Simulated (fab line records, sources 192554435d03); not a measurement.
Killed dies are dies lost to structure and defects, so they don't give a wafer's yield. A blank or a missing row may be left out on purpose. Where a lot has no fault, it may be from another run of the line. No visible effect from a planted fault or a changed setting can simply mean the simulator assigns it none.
Comparing a struck lot with a sound one :: flow n5Finfet :: 15 steps out of a route of 1938
Sound: wafers L756.3, L756.4, L756.6. Struck: wafer L764.3; the same lot's L764.2 was not struck, so it is left out; see the end for the cause.
At each step with rows: each side's tool, then ch and its chambers, then its first start. Under that, the readings that differ: sound wafers :: struck wafers :: difference of the means :: sigmas: that difference in standard deviations of wafers without a fault.
alike: readings with means less than 2 such deviations apart, plus words and numbers identical on both sides. not compared: withheld readings, readings lacking a value on some wafer, bounds such as >300 that could conceal the same value, and numbers that have no deviation in the record and whose values overlap.
A row with sigmas, a row that says differs or no value, or rows on one side alone: a step with any of these is where the two part. Numbers that don't overlap but have no deviation are shown without sigmas and don't part them. A reading that every wafer of one side lacks parts them only if that side has two wafers or more.

first, 9 steps without rows for these wafers: N5_DUMMY_GATE_COAT_34 (time 60 s, resist thk 60 nm); N5_DUMMY_GATE_COAT_35 (time 60 s, resist thk 10 nm); N5_DUMMY_GATE_COAT_28 (time 60 s, resist thk 10 nm); N5_DUMMY_GATE_COAT_09 (resist thk 30 nm); N5_DUMMY_GATE_EBR_11; N5_DUMMY_GATE_SOFTBAKE_10 (time 60 s); N5_DUMMY_GATE_EXPOSE_12 (exposes mask GATE, target cd 25 nm); N5_DUMMY_GATE_PEB_13 (peb time 60 s); N5_DUMMY_GATE_DEVELOP_14 (develop time 30 s).
N5_DUMMY_GATE_CD_MEAS_15: the cd target is 25.8 nm.
  sound on cdSem-03 ch 0, day 3 18:04; struck on cdSem-03 ch 0, day 5 23:29
  alike: cdNm
N5_DUMMY_GATE_OVL_MEAS_16:
  sound on overlay-01 ch 0, day 3 18:07; struck on overlay-02 ch 0, day 5 23:31
  alike: GATE_OVL
N5_DUMMY_GATE_INSPECT_17: inspects for defects (brightfield).
  sound on defectInspect-01 at day 3 18:10; struck on defectInspect-01 at day 5 23:35
  alike: rawDefectCount
N5_DUMMY_GATE_DESCUM_20: chemistry O2, time 6.2 s.
  sound on rieDiel-05 ch 1,2, day 3 18:11; struck on rieDiel-06 ch 3, day 5 23:37
reading: throttleValvePct (%)
sound: 19.94 20.13 19.93
struck: 20.65
difference: +0.65
sigmas: +3

reading: model.CAR-EUV_of_DUMMY_GATE_COAT_09.thkNm (nm)
sound: 26.4 26.4 26.4
struck: 26.2
difference: -0.2
sigmas: 
  alike: drypumpMotorCurrentA, oesProductAu, rfFwdPowerW, rfVppV, showerheadPlenumPTorr
  not compared: rfHoursCounterH
N5_DUMMY_GATE_ETCH_29: etches underlayer in N2/H2, target depth 13 nm.
  sound on rieDiel-05 ch 1,2, day 3 18:16; struck on rieDiel-06 ch 3, day 5 23:40
reading: throttleValvePct (%)
sound: 17.52 17.67 17.52
struck: 18.01
difference: +0.44
sigmas: +2
  alike: drypumpMotorCurrentA, oesProductAu, rfFwdPowerW, rfVppV, showerheadPlenumPTorr
  not compared: rfHoursCounterH
-- a jump in the record: the struck wafers' starts before and after are 9 days apart (it breaks off in module DUMMY_GATE and resumes in module PASSIVATION, where the first step shown is number 1936 of the route) --
N5_PASSIVATION_PROBE_49:
  rows exist in the record for the struck wafers here (prober-01, day 15 04:50), but not for the sound ones

## WHERE THEY PART
First at N5_DUMMY_GATE_DESCUM_20; last, within this record, at N5_PASSIVATION_PROBE_49.

WHY: what had been put in by the simulator
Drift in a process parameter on rieDiel-06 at N5_DUMMY_GATE_DESCUM_20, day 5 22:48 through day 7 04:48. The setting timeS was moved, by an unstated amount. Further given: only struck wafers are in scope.
